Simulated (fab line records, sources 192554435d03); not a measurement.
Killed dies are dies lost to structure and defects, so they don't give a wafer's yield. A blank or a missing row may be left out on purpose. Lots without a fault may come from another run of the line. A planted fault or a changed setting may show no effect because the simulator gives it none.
Split-lot experiment | flow n5_finfet | 7 lots, 39 wafers read, on a route of 1938 steps

THE SPLIT
At N5_SD_EPI_N_ETCH_45 (etches SiOCN in CH3F/O2, target depth 6 nm), the setting target_depth_a was moved away from the recipe's 60 angstrom on 15 of the 39 wafers read, by -58.3% to +39.5%. The other wafers ran this setting at the recipe's value.

The reading is taken at the split's own step.

THE READING
etch.depth_nm (the simulator's own value, which no gauge read), in nm, at N5_SD_EPI_N_ETCH_45 (etches SiOCN in CH3F/O2, target depth 6 nm). The file gives no usual value for it. The 24 wafers here that ran the recipe average 6.081 nm, standard deviation 0.14 nm.

wafer  | tool, chamber at the split | target_depth_a as run, angstrom | against the recipe | etch.depth_nm, nm | against lot-mates on the recipe
L075.3 | rie_diel-01, 3             | 60                              | recipe             | 5.999             | -
L075.4 | rie_diel-01, 1             | 60                              | recipe             | 5.994             | -
L075.6 | rie_diel-01, 1             | 60                              | recipe             | 5.955             | -
L078.1 | rie_diel-06, 0             | 60                              | recipe             | 6.115             | -
L078.2 | rie_diel-06, 3             | 60                              | recipe             | 6.191             | -
L078.3 | rie_diel-06, 2             | 30.63                           | -49.0%             | 3.046             | -3.068
L078.4 | rie_diel-06, 1             | 30.63                           | -49.0%             | 3.075             | -3.039
L078.5 | rie_diel-06, 0             | 60                              | recipe             | 6.037             | -
L078.6 | rie_diel-06, 3             | 30.63                           | -49.0%             | 3.144             | -2.970
L081.1 | rie_diel-02, 1             | 60                              | recipe             | 5.988             | -
L081.2 | rie_diel-02, 0             | 37.8                            | -37.0%             | 3.841             | -2.174
L081.3 | rie_diel-02, 2             | 60                              | recipe             | 5.986             | -
L081.4 | rie_diel-02, 3             | 37.8                            | -37.0%             | 3.726             | -2.289
L081.5 | rie_diel-02, 0             | 60                              | recipe             | 6.072             | -
L081.6 | rie_diel-02, 3             | 37.8                            | -37.0%             | 3.696             | -2.319
L082.1 | rie_diel-06, 3             | 60                              | recipe             | 6.202             | -
L082.2 | rie_diel-06, 2             | 25                              | -58.3%             | 2.497             | -3.679
L082.3 | rie_diel-06, 1             | 60                              | recipe             | 6.023             | -
L082.4 | rie_diel-06, 0             | 60                              | recipe             | 6.302             | -
L082.5 | rie_diel-06, 1             | 25                              | -58.3%             | 2.536             | -3.640
L082.6 | rie_diel-06, 0             | 25                              | -58.3%             | 2.604             | -3.572
L089.1 | rie_diel-01, 2             | 60                              | recipe             | 5.916             | -
L089.2 | rie_diel-01, 3             | 60                              | recipe             | 6.041             | -
L089.3 | rie_diel-01, 1             | 60                              | recipe             | 5.961             | -
L089.4 | rie_diel-01, 0             | 60                              | recipe             | 5.881             | -
L089.5 | rie_diel-01, 3             | 60                              | recipe             | 6.007             | -
L089.6 | rie_diel-01, 2             | 60                              | recipe             | 5.885             | -
L092.1 | rie_diel-06, 1             | 83.69                           | +39.5%             | 8.727             | +2.536
L092.2 | rie_diel-06, 2             | 60                              | recipe             | 6.01              | -
L092.3 | rie_diel-06, 3             | 60                              | recipe             | 6.304             | -
L092.4 | rie_diel-06, 0             | 83.69                           | +39.5%             | 8.698             | +2.507
L092.5 | rie_diel-06, 0             | 60                              | recipe             | 6.26              | -
L092.6 | rie_diel-06, 3             | 83.69                           | +39.5%             | 8.797             | +2.606
L094.1 | rie_diel-06, 3             | 31.55                           | -47.4%             | 3.288             | -2.981
L094.2 | rie_diel-06, 1             | 60                              | recipe             | 6.32              | -
L094.3 | rie_diel-06, 0             | 31.55                           | -47.4%             | 3.295             | -2.974
L094.4 | rie_diel-06, 0             | 60                              | recipe             | 6.241             | -
L094.5 | rie_diel-06, 1             | 31.55                           | -47.4%             | 3.349             | -2.920
L094.6 | rie_diel-06, 3             | 60                              | recipe             | 6.246             | -

THE FIT
A straight line over all 39 wafers: etch.depth_nm changes by +0.062 nm for each +1% of target_depth_a; r = +1.00; the points scatter about the line by 0.14 nm.
The same after taking each lot's own level away (the mean of its wafers on the recipe; 39 wafers): +0.0626 nm for each +1%; r = +1.00; scatter 0.071 nm.
On that fit, the largest move of target_depth_a shifts the reading by 3.7 nm.
The lots' own levels span 5.9485 to 6.2690 nm, that is 2.3 times the standard deviation above.
So the lot-to-lot level changes the slope little: the two slopes agree.
Check: with one of the wafers moved furthest among these (-58.3%) left out of the fit, the line predicts -3.63 nm for it against its lot-mates. It came out at -3.68 nm against them.

OTHER SPLITS ON THESE WAFERS
These wafers also went through other splits before the reading. Each is held against what the fit with the lots' levels taken away leaves over:
other split on the same wafers     | wafers away from the commonest value | r with etch.depth_nm (lot level and that fit taken away)
N5_FIN_SAQP_HM_DEP_72 target_thk_a | 9                                    | -0.36

THE FILE'S OWN FIT
etch.depth_nm changes by +0.0624 nm for each +1% of target_depth_a, r = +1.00.
